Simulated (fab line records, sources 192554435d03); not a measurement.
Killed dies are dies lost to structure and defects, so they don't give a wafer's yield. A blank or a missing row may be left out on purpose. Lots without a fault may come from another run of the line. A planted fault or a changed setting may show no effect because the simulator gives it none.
Chamber matching | flow n5_finfet | N5_BEOL_M4_CO_CAP_55 on cvd_co-02: 3 sister chambers
The step material Co, precursor CCTBA/H2, target thk 2 nm, time 102.1 s. 36 wafers are shown with their chamber, then 12 later ones without.

WAFERS WITH THEIR CHAMBER
wafer  | chamber | heater_power_w (W)
L075.1 | 2       | 263
L075.4 | 2       | 260
L075.5 | 0       | 209
L074.1 | 2       | 260
L074.3 | 1       | 282
L074.6 | 0       | 197
L077.3 | 2       | 267
L077.4 | 2       | 264
L077.6 | 0       | 200
L078.1 | 1       | 280
L078.3 | 0       | 198
L078.5 | 0       | 204
L081.4 | 1       | 282
L081.5 | 2       | 268
L081.6 | 0       | 202
L082.2 | 2       | 262
L082.3 | 1       | 283
L082.6 | 0       | 201
L083.1 | 0       | 201
L083.2 | 1       | 283
L083.4 | 0       | 206
L086.2 | 1       | 286
L086.3 | 2       | 267
L086.5 | 1       | 277
L087.2 | 1       | 277
L087.3 | 2       | 275
L087.6 | 0       | 198
L089.3 | 2       | 264
L089.5 | 2       | 272
L089.6 | 1       | 283
L091.2 | 1       | 275
L091.5 | 2       | 254
L091.6 | 0       | 202
L092.1 | 0       | 200
L092.4 | 1       | 282
L092.6 | 0       | 203

SIGNATURES (means of the wafers above)
reading        | chamber 0 | chamber 1 | chamber 2 | scatter within a chamber
heater_power_w | 201.62    | 280.91    | 264.67    | 4.24
Rule: a wafer's distance from a chamber is the root of the sum, over the readings, of the square of ((its reading less the chamber's mean) divided by the reading's scatter). The wafer belongs to the nearest chamber; if the next one is less than 2 further off, it can't be placed. The scatter: the root of (the sum of the squares of (reading less its chamber's mean) over the shown wafers, divided by (wafers less chambers)).

WAFERS WITHOUT THEIR CHAMBER
wafer  | heater_power_w (W)
L090.2 | 289
L090.5 | 283
L090.6 | 197
L093.3 | 279
L093.4 | 201
L093.6 | 284
L095.1 | 203
L095.2 | 273
L095.4 | 277
L094.1 | 197
L094.2 | 276
L094.6 | 206

WHICH CHAMBER EACH WENT THROUGH
wafer  | from the rows above     | in truth
L090.2 | 1                       | 1
L090.5 | 1                       | 1
L090.6 | 0                       | 0
L093.3 | 1                       | 1
L093.4 | 0                       | 0
L093.6 | 1                       | 1
L095.1 | 0                       | 0
L095.2 | can't be placed: 1 or 2 | 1
L095.4 | can't be placed: 1 or 2 | 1
L094.1 | 0                       | 0
L094.2 | can't be placed: 1 or 2 | 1
L094.6 | 0                       | 0
Placed correctly: 9 of 12. Can't be placed from these rows: 3 (the true chamber is among the candidates in 3). Placed wrongly: 0.
